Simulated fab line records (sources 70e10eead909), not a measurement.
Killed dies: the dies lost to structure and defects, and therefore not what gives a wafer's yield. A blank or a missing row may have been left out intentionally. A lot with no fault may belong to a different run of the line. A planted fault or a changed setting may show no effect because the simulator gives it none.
What tool caused it? ; flow nand harc ; 38 wafers from 13 lots sampled at 5 of the route's 1159 steps

WHAT EACH GAUGE READ, for each wafer
NHARC_END_SORT_01.
lot;measured;on;killed at array;killed at other;killed at periphery;killed dies;killed open;killed short
L988;day 21 02:30;prober-02;15 26 23;0 0 1;2 2 0;17 28 24;4 2 2;0 1 0
L991;day 22 02:43;prober-01;26 29;2 1;0 1;28 31;2 2;2 3

TOOL THAT RAN EACH LOT (tool first, then ch and the chambers of the sampled wafers, then the start)
lot;NHARC_P_GATE_STRIP_76;NHARC_P_GATE_RTA_82;NHARC_P_CONTACT_DEP_00;NHARC_P_CONTACT_ALD_22
L981;plasma asher-01 ch 0,1, day 5 14:27;rtp anneal-01 ch 0, day 5 19:05;pecvd-02 ch 0,2, day 5 23:25 or earlier;ald metal-04 ch 1,2,3, day 5 23:25
L982;plasma asher-02 ch 0,1, day 5 16:03;rtp anneal-01 ch 0, day 5 19:59;pecvd-01 ch 0,1, day 5 23:50 or earlier;ald metal-02 ch 1,2,3, day 5 23:50
L983;plasma asher-01 ch 0,1, day 5 22:16;rtp anneal-01 ch 0, day 6 02:07;pecvd-02 ch 0,2, day 6 05:49 or earlier;ald metal-01 ch 0,3, day 6 05:49
L986;plasma asher-01 ch 0,1, day 6 13:19;rtp anneal-02 ch 0, day 6 17:07;pecvd-02 ch 0,1,2, day 6 20:52 or earlier;ald metal-02 ch 0,2,3, day 6 20:52
L988;plasma asher-02 ch 0,1, day 6 22:54;rtp anneal-01 ch 0, day 7 02:50;pecvd-02 ch 0,1, day 7 06:34 or earlier;ald metal-04 ch 0,1,3, day 7 06:34
L991;plasma asher-01 ch 0,1, day 7 16:47;rtp anneal-02 ch 0, day 7 21:05;pecvd-03 ch 2, day 8 00:56 or earlier;ald metal-04 ch 3, day 8 00:56
L995;plasma asher-01 ch 0,1, day 8 14:56;rtp anneal-02 ch 0, day 8 19:44;pecvd-02 ch 0,1, day 8 23:32 or earlier;ald metal-01 ch 1,2, day 8 23:32
L996;plasma asher-01 ch 0,1, day 9 02:01;rtp anneal-02 ch 0, day 9 05:43;pecvd-01 ch 1,2, day 9 09:40 or earlier;ald metal-02 ch 0,1,3, day 9 09:40
L998;plasma asher-02 ch 0,1, day 9 21:16;rtp anneal-02 ch 0, day 10 00:54;pecvd-01 ch 0,1,2, day 10 04:37 or earlier;ald metal-01 ch 0,1,2, day 10 04:37
L100;plasma asher-02 ch 0,1, day 10 04:34;rtp anneal-02 ch 0, day 10 08:23;pecvd-03 ch 1,2, day 10 12:17 or earlier;ald metal-02 ch 0,2,3, day 10 12:17
L101;plasma asher-01 ch 0,1, day 10 05:03;rtp anneal-01 ch 0, day 10 09:16;pecvd-02 ch 0,1,2, day 10 13:18 or earlier;ald metal-01 ch 1,2, day 10 13:18
L102;plasma asher-01 ch 0,1, day 10 21:01;rtp anneal-02 ch 0, day 11 00:50;pecvd-03 ch 0,1, day 11 04:50 or earlier;ald metal-02 ch 0,1,3, day 11 04:50
L103;plasma asher-02 ch 0,1, day 10 21:22;rtp anneal-01 ch 0, day 11 01:11;pecvd-02 ch 0,2, day 11 05:05 or earlier;ald metal-01 ch 0,1,3, day 11 05:05
- NHARC_P_GATE_STRIP_76: strips in O2.
- NHARC_P_GATE_RTA_82: time 30 s.
- NHARC_P_CONTACT_DEP_00: deposits SiO2, target thk 500 nm.
- NHARC_P_CONTACT_ALD_22: deposits TiN, target thk 3 nm, pulse time 1 s, ald cycles 150.

AS READ BY THE TOOLS THEMSELVES (means over the sampled wafers that have a number; for cases with no such wafer, the mark the record gives instead)
NHARC_P_GATE_STRIP_76.
lot;tool;drypump motor current A (A);heater power w (W)
L981;plasma asher-01;5.7;320
L982;plasma asher-02;5.7;348
L983;plasma asher-01;5.7;320
L986;plasma asher-01;5.7;319
L988;plasma asher-02;5.7;353
L991;plasma asher-01;5.6;329
L995;plasma asher-01;5.4;323
L996;plasma asher-01;5.4;329
L998;plasma asher-02;6.0;350
L100;plasma asher-02;5.7;337
L101;plasma asher-01;5.4;327
L102;plasma asher-01;5.4;322
L103;plasma asher-02;6.0;354

NHARC_P_GATE_RTA_82.
lot;tool;lamp power pct (%);lamp_zone_1_pct (%);wafer_temp_C_max
L981;rtp anneal-01;4.4;4.4;451.9
L982;rtp anneal-01;4.4;4.4;452.2
L983;rtp anneal-01;4.4;4.4;451.7
L986;rtp anneal-02;3.7;3.7;452.2
L988;rtp anneal-01;4.4;4.4;451.9
L991;rtp anneal-02;3.7;3.7;452.2
L995;rtp anneal-02;3.7;3.7;452.1
L996;rtp anneal-02;3.7;3.7;452.2
L998;rtp anneal-02;3.7;3.7;452.5
L100;rtp anneal-02;3.7;3.7;452.1
L101;rtp anneal-01;4.4;4.4;452.1
L102;rtp anneal-02;3.7;3.7;452.2
L103;rtp anneal-01;4.4;4.4;451.3

NHARC_P_CONTACT_DEP_00.
lot;tool;heater power w (W);mfc precursor sccm (sccm);throttle valve pct (%)
L981;pecvd-02;613;160.8;15.8
L982;pecvd-01;549;161.3;17.0
L983;pecvd-02;593;161.3;15.8
L986;pecvd-02;633;161.3;16.1
L988;pecvd-02;661;161.8;16.4
L991;pecvd-03;578;161.4;15.3
L995;pecvd-02;649;161.4;15.6
L996;pecvd-01;476;161.2;16.0
L998;pecvd-01;512;161.6;16.5
L100;pecvd-03;501;161.3;16.6
L101;pecvd-02;648;161.4;15.9
L102;pecvd-03;519;161.0;16.6
L103;pecvd-02;584;161.6;16.0

NHARC_P_CONTACT_ALD_22.
lot;tool;heater power w (W);precursor pulse height rel
L981;ald metal-04;1027;0.998
L982;ald metal-02;1082;1.008
L983;ald metal-01;1073;1.018
L986;ald metal-02;1118;1.008
L988;ald metal-04;1064;1.004
L991;ald metal-04;1076;0.990
L995;ald metal-01;1097;0.998
L996;ald metal-02;1058;1.006
L998;ald metal-01;1050;1.011
L100;ald metal-02;1117;0.993
L101;ald metal-01;1085;1.008
L102;ald metal-02;1060;0.997
L103;ald metal-01;1061;0.990

THE ANSWER, worked out from the rows above alone
Rule: the lots themselves supply what counts as usual. The widest of any qualifying gaps counts: lots, ordered by their means at a reading, are off when they make up no more than a third of the lots, leave a main group of 4 or more, and stand apart from it by 3 or more times the standard deviation of that group's means. A main group is skipped when, at the precision printed for the reading in the tables above, its means are all equal. Also off: a lot with no number at a reading for which 4 or more lots have one. All remaining lots with rows at the step are treated as sound. The gauges are gone through in route order, then the tools' own readings, and for those a lot's mean is taken as printed above. The first step at which some lot is off is used, and at that step the reading that is off furthest; a lot without a number counts as furthest.
No lot is off on any of the readings shown, so nothing can be concluded from this.

WHAT THE SIMULATOR HAD INSERTED
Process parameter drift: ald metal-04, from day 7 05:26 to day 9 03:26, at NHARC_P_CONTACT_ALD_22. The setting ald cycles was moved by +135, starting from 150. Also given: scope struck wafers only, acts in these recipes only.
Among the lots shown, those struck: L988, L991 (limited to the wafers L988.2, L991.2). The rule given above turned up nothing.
